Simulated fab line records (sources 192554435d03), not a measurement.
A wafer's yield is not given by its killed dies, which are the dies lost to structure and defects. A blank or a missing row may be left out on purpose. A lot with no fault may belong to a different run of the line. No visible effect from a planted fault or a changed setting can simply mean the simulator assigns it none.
A struck lot beside a sound one    flow n5 finfet    16 steps out of a route of 1938
Sound: the wafers L395.4, L395.5, L395.6. Struck: wafer L392.4. (L392.6 of the same lot was not struck and is left out.) The cause comes at the end.
Each step with rows lists, per side, the tool, then ch with its chambers, then its first start. Under that, the readings that differ: sound wafers    struck wafers    difference of the means    sigmas: that difference in standard deviations of wafers without a fault.
alike: a reading whose means differ by less than 2 such deviations, as well as words and numbers matching on both sides. not compared: withheld readings; readings where some wafer has no value; bounds like >300 that might hide an equal value; numbers whose values overlap and for which the record gives no deviation.
A row with sigmas, a row that says differs or no value, or rows on one side alone: a step with any of these is where the two part. Non-overlapping numbers with no deviation appear without sigmas and do not part them. A reading that every wafer of one side lacks parts them only if that side has two wafers or more.

first, 2 steps without rows for these wafers: N5_STI_FIN_REVEAL_STRIP_35 (strips Si3N4 in H3PO4, target depth 4 nm, time 39 s); N5_STI_FIN_REVEAL_SRD_21 (time 30 s).
N5_STI_FIN_REVEAL_OXIDATION_33: chemistry O2 PLASMA REMOTE, time 20 s.
  sound on plasma asher-02 ch 0,1, day 7 07:08; struck on plasma asher-01 ch 0, day 6 10:32
  alike: drypump motor current A, heater power w
  not compared: rf hours counter h
then, 2 steps without rows for these wafers: N5_STI_FIN_REVEAL_CLEAN_19 (cleans in O3/DIW, time 120 s); N5_STI_FIN_REVEAL_SRD_23 (time 30 s).
N5_STI_FIN_REVEAL_CD_MEAS_22: target cd 6.238 nm, pitch 28 nm.
  struck on cd sem-02, day 6 10:41; sound on cd sem-02, day 7 07:17
  alike: cd nm
N5_STI_FIN_REVEAL_FIN_H_MEAS_10:
  struck on ocd-02, day 6 10:43; sound on ocd-02, day 7 07:19
reading               sound           struck  difference  sigmas
trench depth nm (nm)  51.4 51.2 52.4  50.3    -1.4        -2
then, 2 steps without rows for these wafers: N5_STI_FIN_REVEAL_PRECLEAN_18 (cleans in SC2, time 45 s); N5_STI_FIN_REVEAL_SRD_28 (time 30 s).
N5_STI_FIN_REVEAL_INSPECT_13: inspects for defects (darkfield).
  struck on defect inspect-02, day 6 10:52; sound on defect inspect-01, day 7 07:25
  alike: raw defect count
then, 2 steps without rows for these wafers: N5_DUMMY_GATE_PRECLEAN_00 (cleans in O3/DIW, time 60 s); N5_DUMMY_GATE_SRD_01 (time 30 s).
N5_DUMMY_GATE_ALD_02: deposits SiO2, target thk 2 nm, pulse time 1 s.
  sound on ald sin-01 ch 0,2,3, day 7 07:34; struck on ald sin-04 ch 2, day 6 11:00
reading                                      sound              struck  difference  sigmas
precursor pulse height rel                   0.973 0.967 1.016  1.031   +0.046      +2
model.SiO2_of_DUMMY_GATE_ALD_02.thk nm (nm)  2 2 2              1.2     -0.8        
  alike: heater power w, susceptor temp C
then, 1 step without rows for these wafers: N5_DUMMY_GATE_CVD_03 (deposits a-Si from SiH4, target thk 150 nm, time 8042 s).
-- record jumps: 6 days separate the struck wafers' starts on either side; left off in module DUMMY_GATE, taken up again in module BEOL_M4, whose first shown step is the route's number 1111 --
N5_BEOL_M4_RC_MEAS_101:
  sound on prober-02 ch 0, day 12 22:37; struck on prober-02 ch 0, day 12 06:42
reading        sound           struck  difference  sigmas
DIBL_N (mV/V)  35.9 33.8 34.6  38.1    +3.3        +2
  alike: DIBL_P, IOFF_N, IOFF_P, ION_N, ION_P, SS_N, SS_P, VT_N, VT_P
-- here the record skips 4 days between the struck wafers' starts before and after, leaving off in module BEOL_M4 and picking up in module PASSIVATION (first step shown: number 1936 of the route) --
N5_PASSIVATION_PROBE_49:
  rows exist in the record for the struck wafers here (prober-01, day 16 12:05), but not for the sound ones

## WHERE THEY PART
First at N5_STI_FIN_REVEAL_FIN_H_MEAS_10; last, within this record, at N5_PASSIVATION_PROBE_49.

WHY: the cause the simulator had injected
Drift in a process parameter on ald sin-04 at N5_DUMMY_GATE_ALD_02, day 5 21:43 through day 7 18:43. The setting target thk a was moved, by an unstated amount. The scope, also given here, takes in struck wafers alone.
